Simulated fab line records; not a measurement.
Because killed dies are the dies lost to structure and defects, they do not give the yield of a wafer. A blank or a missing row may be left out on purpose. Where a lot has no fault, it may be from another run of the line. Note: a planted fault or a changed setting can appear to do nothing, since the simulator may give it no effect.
Matching of chambers -- flow n5_finfet -- N5_BEOL_M3_ETCH_63 on rie_diel-05 has 4 sister chambers
The step etches SiARC in CF4, target depth 15.6 nm, time 26 s. 8 wafers are shown with their chamber, then 10 later ones without.

EACH WAFER AND ITS CHAMBER
wafer,chamber,drypump_motor_current_A (A),showerhead_plenum_p_Torr (Torr)
L080.6,2,6.4,2.04
L084.6,3,5.5,2.05
L086.2,1,5.0,2.20
L086.5,3,5.5,2.05
L087.5,1,5.1,2.19
L087.6,0,6.4,2.11
L088.1,0,6.4,2.11
L088.3,2,6.3,2.03

WAFERS WITHOUT THEIR CHAMBER
wafer,drypump_motor_current_A (A),showerhead_plenum_p_Torr (Torr)
L088.4,5.5,2.05
L089.1,6.4,2.11
L089.3,5.0,2.19
L089.6,5.0,2.19
L094.2,5.0,2.19
L094.4,6.4,2.03
L094.6,5.5,2.04
L097.3,6.5,2.11
L097.4,5.5,2.04
L097.5,5.5,2.04

THE CHAMBER EACH PASSED THROUGH
wafer,from the rows above,in truth
L088.4,3,3
L089.1,0,0
L089.3,1,1
L089.6,1,1
L094.2,1,1
L094.4,2,2
L094.6,3,3
L097.3,0,0
L097.4,3,3
L097.5,3,3
Placed correctly: 10 of 10. From these rows, 0 cannot be placed. Wrongly placed: 0.
How it was worked out, from the rows above alone: a wafer's distance from a chamber is the root of the sum, over the readings, of the square of ((its reading less the chamber's mean) divided by the reading's scatter). If the next closest chamber is less than 2 further off than the closest, the wafer can't be placed; otherwise it belongs to the closest. A chamber's mean is the mean of its shown wafers. The scatter is the square root of a quotient: the sum, over the shown wafers, of each reading's squared deviation from its chamber's mean, divided by wafers minus chambers.
